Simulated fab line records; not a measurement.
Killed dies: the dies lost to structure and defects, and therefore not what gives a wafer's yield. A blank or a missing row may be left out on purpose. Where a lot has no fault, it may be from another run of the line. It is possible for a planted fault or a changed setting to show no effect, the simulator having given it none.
A lot that was struck, set against a sound lot :: flow n5-finfet :: 15 out of 1938 route steps
Sound: the wafers L914.2, L914.5, L914.6. Struck: wafer L921.6. (L921.1, L921.4 of the same lot were not struck and are left out.) The cause comes at the end.
Each step with rows lists, per side, the tool, then ch with its chambers, then its first start. Under that, the readings that differ: sound wafers :: struck wafers :: difference of the means :: sigmas: that difference in standard deviations of wafers without a fault.
alike: same words and numbers on both sides, and readings whose means sit less than 2 such deviations apart. not compared: any withheld reading, any reading some wafer has no value for, any bound like >300 that may hide the same value, and any number with overlapping values for which the record gives no deviation.
The two part at a step that has a row with sigmas, a row that says differs or no value, or rows on one side only. When numbers do not overlap yet have no deviation, they are printed without sigmas and do not part them. A reading that every wafer of one side lacks parts them only if that side has two wafers or more.

first, 3 steps without rows for these wafers: N5_MOL_CONTACT_COAG_EXPOSE_05 (exposes mask CA, defocus 0 nm); N5_MOL_CONTACT_COAG_PEB_06 (peb time 60 s); N5_MOL_CONTACT_COAG_DEVELOP_07 (develop time 30 s).
N5_MOL_CONTACT_COAG_CD_MEAS_08: the cd target is 28 nm.
  sound on cd-sem-03 ch 0, day 5 18:25; struck on cd-sem-01 ch 0, day 7 08:36
  alike: cd-nm
N5_MOL_CONTACT_COAG_OVL_MEAS_09:
  sound on overlay-02 ch 0, day 5 18:27; struck on overlay-01 ch 0, day 7 08:38
  alike: CA_OVL
N5_MOL_CONTACT_COAG_INSPECT_10: inspects for defects (brightfield).
  struck on defect-inspect-01, day 7 08:41; sound on defect-inspect-01, day 5 18:30
  alike: raw-defect-count
N5_MOL_CONTACT_COAG_DESCUM_13: chemistry O2, time 7 s.
  sound on rie-diel-06 ch 1,2, day 5 18:45; struck on rie-diel-06 ch 2, day 7 09:16
reading: drypump-motor-current-A (A)
sound: 4.8 6.6 4.9
struck: 6.6
difference: +1.2
sigmas: +2
  alike: oes-product-au, rf-vpp-V, showerhead-plenum-p-Torr, temp-c, throttle-valve-pct
  not compared: rf-hours-counter-h
N5_MOL_CONTACT_COAG_ETCH_59: etches underlayer in N2/H2, target depth 13 nm, time 10.4 s.
  sound on rie-diel-06 ch 1,2, day 5 18:47; struck on rie-diel-06 ch 2, day 7 09:17
  alike: drypump-motor-current-A, etch-rf-on-time-s, n2-flow-sccm, oes-product-au, rf-vpp-V, showerhead-plenum-p-Torr, throttle-valve-pct
  not compared: rf-hours-counter-h
N5_MOL_CONTACT_COAG_ETCH_105: etches SiARC in CF4, target depth 15.6 nm, time 26 s.
  sound on rie-diel-06 ch 1,2, day 5 18:48; struck on rie-diel-06 ch 2, day 7 09:19
reading: drypump-motor-current-A (A)
sound: 4.9 6.6 4.8
struck: 6.6
difference: +1.2
sigmas: +2
  alike: etch-rf-on-time-s, mfc-ar-sccm, oes-product-au, rf-vpp-V, showerhead-plenum-p-Torr, throttle-valve-pct
  not compared: rf-hours-counter-h
N5_MOL_CONTACT_COAG_ETCH_106: etches SOC in N2/H2, target depth 80 nm, overetch 16 nm, time 120 s.
  sound on rie-diel-06 ch 1,2, day 5 18:50; struck on rie-diel-06 ch 2, day 7 09:20
  alike: drypump-motor-current-A, n2-flow-sccm, oes-product-au, rf-vpp-V, run-length-s, showerhead-plenum-p-Torr, temp-c, throttle-valve-pct
  not compared: rf-hours-counter-h
then, 2 steps without rows for these wafers: N5_MOL_CONTACT_COAG_STRIP_107 (strips in N2/H2); N5_MOL_CONTACT_COAG_STRIP_108 (strips in N2/H2).
N5_MOL_CONTACT_COAG_CONTACT_ETCH_14: etches SiO2 in C4F6/O2, target depth 27.5 nm, overetch 8.5 nm, time 20 s.
  sound on rie-diel-06 ch 1,2, day 5 18:56; struck on rie-diel-06 ch 2, day 7 09:26
reading: run-length-s (s)
sound: 43.4 43.3 43.9
struck: 40.8
difference: -2.7
sigmas: -8
  alike: drypump-motor-current-A, mfc-ar-sccm, oes_ar_750_au, oes-product-au, rf-vpp-V, showerhead-plenum-p-Torr, throttle-valve-pct
  not compared: rf-hours-counter-h
then, 1 step without rows for these wafers: N5_MOL_CONTACT_COAG_STRIP_109 (strips in C4F6/O2).
-- the record jumps here: 3 days lie between the struck wafers' starts before and after (it left off in module MOL_CONTACT_COAG and takes up again in module BEOL_M4, whose first step shown is number 1111 of the route) --
N5_BEOL_M4_RC_MEAS_101:
  sound on prober-02 ch 0, day 9 11:02; struck on prober-01 ch 0, day 10 11:14
  alike: DIBL_N, DIBL_P, IOFF_N, IOFF_P, ION_N, ION_P, SS_N, SS_P, VT_N, VT_P

WHERE THEY PART
First at N5_MOL_CONTACT_COAG_DESCUM_13; last, within this record, at N5_MOL_CONTACT_COAG_CONTACT_ETCH_14. Later steps at which nothing parts them and some readings are alike: N5_BEOL_M4_RC_MEAS_101.

WHY: whatever the simulator had introduced
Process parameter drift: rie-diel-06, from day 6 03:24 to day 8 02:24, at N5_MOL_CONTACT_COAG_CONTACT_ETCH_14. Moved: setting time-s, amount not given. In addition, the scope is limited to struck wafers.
